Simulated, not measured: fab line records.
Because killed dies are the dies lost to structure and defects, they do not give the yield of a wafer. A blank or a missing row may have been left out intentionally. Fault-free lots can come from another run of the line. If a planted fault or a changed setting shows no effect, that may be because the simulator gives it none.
One fault seen from 3 desks	flow n5 finfet	numbers are kept per desk, each desk with only its own; the story behind them comes last

## THE DEFECT DESK
What the inspections along the route counted, lot by lot: means of the sampled wafers that have a number. The brackets show how far a lot's mean lies from the usual mean; more than 4 standard deviations puts the lot out of limits, marked OUT.
Columns: A = raw defect count at N5_BEOL_M8_INSPECT_13, usual 399; B = raw defect count at N5_BEOL_M8_INSPECT_30, usual 405
lot	first seen here	A	B
L752	day 10 09:49	401	460
L753	day 10 20:05	468	461
L754	day 11 17:13	352	369
L761	day 12 21:45	326	757
L765	day 13 18:20	394	754
L767	day 14 04:38	441	382
L769	day 14 23:29	316	319
L770	day 15 02:11	528	551
L772	day 15 08:18	386	339
L774	day 16 03:29	310	296
L775	day 16 16:44	356	345
Finding of this desk: none of the 11 lots has anything out of limits.

## THE TOOL OWNER'S DESK: rie diel-03
The tool's own readings at N5_BEOL_M8_ETCH_62 (etches SOC in N2/H2, target depth 110 nm, overetch 22 nm, time 165 s): means of the sampled wafers that have a number, for each lot that ran on this tool. The brackets show how far a lot's mean lies from the usual mean; more than 4 standard deviations puts the lot out of limits, marked OUT.
Columns: A = drypump motor current A at N5_BEOL_M8_ETCH_62, usual 5.9 A; B = oes product au at N5_BEOL_M8_ETCH_62, usual 0.66 a.u.; C = rf vpp V at N5_BEOL_M8_ETCH_62, usual 525.2 V; D = showerhead plenum p Torr at N5_BEOL_M8_ETCH_62, usual 2.59 Torr; E = throttle valve pct at N5_BEOL_M8_ETCH_62, usual 17.82 %
lot	first seen here	A	B	C	D	E
L753	day 10 20:13	6.2	0.74	525.8	2.63	17.71
L761	day 12 22:16	6.3	0.68	526.0	2.63	17.74
L765	day 13 18:40	6.1	0.67	524.7	2.59	17.87
L774	day 16 03:44	6.4	0.63	524.0	2.56	17.73
Finding of this desk: none of the 4 lots has anything out of limits.

## THE METROLOGY DESK
What the gauges read for every lot (on any tool): the sampled wafers with a number, averaged. The brackets show how far a lot's mean lies from the usual mean; more than 4 standard deviations puts the lot out of limits, marked OUT.
Columns: A = cd nm at N5_BEOL_M8_CD_MEAS_11, usual 38.4 nm; B = cd nm at N5_BEOL_M8_CD_MEAS_28, usual 39.98 nm
lot	first seen here	A	B
L752	day 10 09:46	39.2	40.06
L753	day 10 20:02	38.6	40.11
L754	day 11 17:10	38.5	39.73
L761	day 12 21:41	38.3	40.09
L765	day 13 18:16	37.5	39.96
L767	day 14 04:35	38.6	40.29
L769	day 14 23:25	38.5	39.94
L770	day 15 02:08	38.6	40.09
L772	day 15 08:15	38.4	39.84
L774	day 16 03:26	38.6	39.99
L775	day 16 16:41	37.9	39.99
Finding of this desk: none of the 11 lots has anything out of limits.

## PUT TOGETHER
No out-of-limits result turned up at the defect desk.
The tool owner's desk saw nothing out of limits.
From the metrology desk's view, nothing was out of limits.

## WHAT HAD BEEN PUT IN BY THE SIMULATOR
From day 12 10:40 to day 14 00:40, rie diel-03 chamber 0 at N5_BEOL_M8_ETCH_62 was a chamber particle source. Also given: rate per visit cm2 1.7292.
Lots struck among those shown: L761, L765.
